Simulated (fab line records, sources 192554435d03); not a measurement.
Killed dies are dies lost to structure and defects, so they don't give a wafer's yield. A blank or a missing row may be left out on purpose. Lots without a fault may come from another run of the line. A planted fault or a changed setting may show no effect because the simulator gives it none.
Problem report in the 8D (eight disciplines) form, filled by code | flow n5_finfet | the parts of the form that need people (team, actions taken, sign-off) are left out

1. THE PROBLEM
M5_ILD_THK at N5_BEOL_M5_THK_MEAS_01 reads a mean of 110.0 nm on 2 wafers of 1 lot; wafers without a fault read 120.6 nm with a standard deviation of 1.5. That is -7.1 standard deviations from the usual mean.
First seen on wafer L141.2, day 11 01:29, on film_metro-02. The record holds 33 wafers of 11 lots with a number at this step. Rule for "out", or "out of limits": more than 4 standard deviations from the usual mean. The other wafers with a number count as sound.

2. WHAT IT IS AND WHAT IT IS NOT
question                    | is                | is not
which readings at this step | M5_ILD_THK        | -
which lots                  | L141              | L130, L131, L132, L134, L135, L143, L147, L148, L150, L152
which wafers of those lots  | L141.2, L141.6    | L141.3
read on which gauges        | film_metro-02     | film_metro-01
when                        | from day 11 01:29 | up to then (16 sound wafers); but 15 sound wafers of L143, L147, L148, L150, L152 came after

3. SUSPECTS, AND WHAT RULES EACH OUT
Counting: a tool at a process step up to the reading stays a suspect if it ran every lot that is out. Sound lots after the first of them don't rule it out here, since some wafers of a struck lot are sound.
- the gauge at N5_BEOL_M5_THK_MEAS_01: ruled out. All the wafers that are out were read on film_metro-02, but those of them that N5_BEOL_M5_ILD_DEP_00 has rows for are out there too, on other tools.
- pecvd-04 at N5_BEOL_M5_ILD_DEP_00 (deposits SiCOH lowk from DEMS/porogen, target thk 140.64 nm, time 25.9 s): kept. It ran the lot that is out, L141 (day 11 00:33); its last sound lot up to then is L134 (day 9 10:36). Its own readings are out on those wafers: susceptor_temp_C.
- Within pecvd-04 at N5_BEOL_M5_ILD_DEP_00: the wafers that are out ran in chamber 0; their sound lot-mates ran in chamber 2.
Left after counting: pecvd-04 at N5_BEOL_M5_ILD_DEP_00.

4. THE CAUSE (what the simulator had put in)
Process parameter drift: pecvd-04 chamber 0, from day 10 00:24 on, at N5_BEOL_M5_ILD_DEP_00. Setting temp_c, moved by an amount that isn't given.
Counting left only this tool.

5. THE CHAIN OF EFFECTS, in route order
Each row: a reading whose mean over the struck wafers that have a number lies more than 3 standard deviations from the usual. Only readings for which the record gives a usual standard deviation are gone through. hours: the time from each lot's start at the first step in this table that gives one to its start at this step, as a median over the lots. sigmas: the change in usual standard deviations.
hours | step                   | reading          | usual    | on struck wafers | change | sigmas
0     | N5_BEOL_M5_ILD_DEP_00  | susceptor_temp_C | 300.01 C | 319.02           | +19.01 | +95
1     | N5_BEOL_M5_THK_MEAS_01 | M5_ILD_THK       | 120.6 nm | 110.0            | -10.6  | -7.1
The process steps in it:
- N5_BEOL_M5_ILD_DEP_00: deposits SiCOH lowk from DEMS/porogen, target thk 140.64 nm, time 25.9 s.

6. WHAT WOULD HAVE CAUGHT IT SOONER
In this record the first reading out of limits at a measuring or inspecting step was taken at day 11 01:29, 25 hours after the fault began at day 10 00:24.
The tool's own readings at N5_BEOL_M5_ILD_DEP_00 were out on every struck wafer that the step has a row for (susceptor_temp_C): an alarm limit on them would have fired on the first of those.
All the lots that are out (1) had begun N5_BEOL_M5_ILD_DEP_00 on pecvd-04 by day 11 01:29. A hold on the tool at that time would have spared none of them.
